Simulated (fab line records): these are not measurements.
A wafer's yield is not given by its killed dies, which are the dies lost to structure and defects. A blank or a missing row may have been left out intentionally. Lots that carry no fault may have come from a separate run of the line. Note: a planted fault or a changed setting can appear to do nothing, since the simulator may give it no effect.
Chamber matching :: flow n5Finfet :: N5_PMOS_HMC_CHANNEL_EPI_ETCH_38 on rieSi-06 has 4 sister chambers
The step etches SiO2 in CF4, target depth 1.5 nm. 14 wafers are shown with their chamber, then 7 later ones without.

EACH WAFER AND ITS CHAMBER
wafer: L275.1
chamber: 1
throttleValvePct (%): 21.56
drypumpMotorCurrentA (A): 5.6
oesProductAu (a.u.): 1.028

wafer: L275.3
chamber: 2
throttleValvePct (%): 22.01
drypumpMotorCurrentA (A): 5.0
oesProductAu (a.u.): 0.976

wafer: L275.6
chamber: 2
throttleValvePct (%): 22.02
drypumpMotorCurrentA (A): 5.0
oesProductAu (a.u.): 0.987

wafer: L278.2
chamber: 2
throttleValvePct (%): 22.01
drypumpMotorCurrentA (A): 4.9
oesProductAu (a.u.): 0.976

wafer: L278.4
chamber: 3
throttleValvePct (%): 21.76
drypumpMotorCurrentA (A): 6.3
oesProductAu (a.u.): 0.975

wafer: L278.6
chamber: 1
throttleValvePct (%): 21.57
drypumpMotorCurrentA (A): 5.6
oesProductAu (a.u.): 1.021

wafer: L282.2
chamber: 2
throttleValvePct (%): 22.03
drypumpMotorCurrentA (A): 5.0
oesProductAu (a.u.): 0.974

wafer: L282.5
chamber: 3
throttleValvePct (%): 21.78
drypumpMotorCurrentA (A): 6.3
oesProductAu (a.u.): 0.987

wafer: L282.6
chamber: 0
throttleValvePct (%): 21.54
drypumpMotorCurrentA (A): 5.8
oesProductAu (a.u.): 1.059

wafer: L284.2
chamber: 3
throttleValvePct (%): 21.78
drypumpMotorCurrentA (A): 6.4
oesProductAu (a.u.): 0.981

wafer: L284.4
chamber: 0
throttleValvePct (%): 21.56
drypumpMotorCurrentA (A): 5.8
oesProductAu (a.u.): 1.054

wafer: L284.5
chamber: 3
throttleValvePct (%): 21.78
drypumpMotorCurrentA (A): 6.4
oesProductAu (a.u.): 0.970

wafer: L285.1
chamber: 1
throttleValvePct (%): 21.58
drypumpMotorCurrentA (A): 5.6
oesProductAu (a.u.): 1.034

wafer: L285.2
chamber: 2
throttleValvePct (%): 22.02
drypumpMotorCurrentA (A): 5.0
oesProductAu (a.u.): 0.983

SIGNATURES (means of the wafers above)
reading: throttleValvePct
chamber 0: 21.5500
chamber 1: 21.5700
chamber 2: 22.0180
chamber 3: 21.7750
scatter within a chamber: 0.0099

reading: drypumpMotorCurrentA
chamber 0: 5.800
chamber 1: 5.600
chamber 2: 4.980
chamber 3: 6.350
scatter within a chamber: 0.0424

reading: oesProductAu
chamber 0: 1.05650
chamber 1: 1.02767
chamber 2: 0.97920
chamber 3: 0.97825
scatter within a chamber: 0.00619
Rule: a wafer's distance from a chamber is the root of the sum, over the readings, of the square of ((its reading less the chamber's mean) divided by the reading's scatter). If the next closest chamber is less than 2 further off than the closest, the wafer can't be placed; otherwise it belongs to the closest. The scatter: take each reading less its chamber's mean, square it, sum over the shown wafers, divide by the number of wafers less the number of chambers, and take the root.

WAFERS WHOSE CHAMBER IS MISSING
wafer: L285.3
throttleValvePct (%): 21.78
drypumpMotorCurrentA (A): 6.3
oesProductAu (a.u.): 0.980

wafer: L292.1
throttleValvePct (%): 21.57
drypumpMotorCurrentA (A): 5.6
oesProductAu (a.u.): 1.023

wafer: L292.4
throttleValvePct (%): 21.55
drypumpMotorCurrentA (A): 5.8
oesProductAu (a.u.): 1.063

wafer: L292.6
throttleValvePct (%): 21.59
drypumpMotorCurrentA (A): 5.6
oesProductAu (a.u.): 1.023

wafer: L296.2
throttleValvePct (%): 22.27
drypumpMotorCurrentA (A): 5.0
oesProductAu (a.u.): 0.993

wafer: L296.3
throttleValvePct (%): 21.79
drypumpMotorCurrentA (A): 6.4
oesProductAu (a.u.): 0.976

wafer: L296.4
throttleValvePct (%): 21.56
drypumpMotorCurrentA (A): 5.8
oesProductAu (a.u.): 1.068

EACH ONE'S CHAMBER
wafer: L285.3
from the rows above: 3
in truth: 3

wafer: L292.1
from the rows above: 1
in truth: 1

wafer: L292.4
from the rows above: 0
in truth: 0

wafer: L292.6
from the rows above: 1
in truth: 1

wafer: L296.2
from the rows above: 2
in truth: 2

wafer: L296.3
from the rows above: 3
in truth: 3

wafer: L296.4
from the rows above: 0
in truth: 0
Placed correctly: 7 of 7. Can't be placed from these rows: 0. 0 placed wrongly.
